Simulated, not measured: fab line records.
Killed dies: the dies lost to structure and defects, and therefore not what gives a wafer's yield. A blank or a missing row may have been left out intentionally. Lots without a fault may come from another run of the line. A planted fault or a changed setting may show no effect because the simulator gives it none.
3 desks, one fault | flow n5-finfet | every desk sees just its own numbers, and what lay behind them comes last

== THE METROLOGY DESK ==
Lot by lot, what the gauges showed, no matter which tool ran the lot: averages of those sampled wafers that carry a number. The brackets show how far a lot's mean lies from the usual mean; more than 4 standard deviations puts the lot out of limits, marked OUT.
Columns: A = cd-nm at N5_BEOL_M5_CD_MEAS_28, usual 30.58 nm; B = V4_OVL at N5_BEOL_M5_OVL_MEAS_29, usual 0.4 nm
lot  | first seen here | A     | B
L725 | day 8 13:51     | 30.69 | 1.2
L726 | day 8 20:35     | 30.25 | -0.3
L734 | day 11 07:43    | 30.18 | -0.5
L736 | day 11 11:20    | 30.50 | -0.0
L741 | day 12 17:29    | 30.48 | 0.7
L743 | day 13 03:41    | 30.57 | 1.2
L746 | day 14 00:15    | 30.39 | 0.1
This desk's finding: nothing out of limits on any of the 7 lots.

== THE TOOL OWNER'S DESK: rie-diel-04 ==
The tool's own readings at N5_BEOL_M5_VIA_ETCH_34 (etches SiCOH lowk in C4F6/O2, target depth 88.3 nm, time 39.2 s): means of the sampled wafers that have a number, for each lot that ran on this tool. The brackets show how far a lot's mean lies from the usual mean; more than 4 standard deviations puts the lot out of limits, marked OUT.
Columns: A = chamber-pressure-mTorr at N5_BEOL_M5_VIA_ETCH_34, usual 30.00 mTorr; B = drypump-motor-current-A at N5_BEOL_M5_VIA_ETCH_34, usual 5.8 A; C = oes-product-au at N5_BEOL_M5_VIA_ETCH_34, usual 0.79 a.u.; D = rf-vpp-V at N5_BEOL_M5_VIA_ETCH_34, usual 666 V; E = showerhead-plenum-p-Torr at N5_BEOL_M5_VIA_ETCH_34, usual 2.87 Torr; F = throttle-valve-pct at N5_BEOL_M5_VIA_ETCH_34, usual 20.88 %
lot  | first seen here | A     | B   | C    | D   | E    | F
L725 | day 8 14:17     | 29.98 | 5.6 | 0.81 | 664 | 2.90 | 20.98
L734 | day 11 08:01    | 30.02 | 5.9 | 0.77 | 661 | 2.85 | 20.89
L736 | day 11 11:39    | 29.99 | 5.9 | 0.77 | 661 | 2.85 | 20.91
L741 | day 12 17:47    | 29.98 | 5.8 | 1.16 | 666 | 2.85 | 20.86
L743 | day 13 04:08    | 30.01 | 5.7 | 0.98 | 666 | 2.87 | 20.86
L746 | day 14 00:33    | 30.01 | 5.7 | 0.94 | 661 | 2.87 | 20.94
This desk's finding: nothing out of limits on any of the 6 lots.

== THE DEFECT DESK ==
Per lot, the means of the sampled wafers with a number show what the inspections along the route counted. The brackets show how far a lot's mean lies from the usual mean; more than 4 standard deviations puts the lot out of limits, marked OUT.
Columns: A = raw-defect-count at N5_BEOL_M5_INSPECT_30, usual 421
lot  | first seen here | A
L725 | day 8 13:56     | 424
L726 | day 8 20:41     | 474
L734 | day 11 07:49    | 552
L736 | day 11 11:25    | 352
L741 | day 12 17:34    | 548
L743 | day 13 03:46    | 385
L746 | day 14 00:20    | 377
This desk's finding: nothing out of limits on any of the 7 lots.

== BROUGHT TOGETHER ==
The metrology desk saw nothing out of limits.
The desk of the tool owner found nothing out of limits.
The defect desk saw nothing out of limits.

== WHAT THE SIMULATOR HAD INSERTED ==
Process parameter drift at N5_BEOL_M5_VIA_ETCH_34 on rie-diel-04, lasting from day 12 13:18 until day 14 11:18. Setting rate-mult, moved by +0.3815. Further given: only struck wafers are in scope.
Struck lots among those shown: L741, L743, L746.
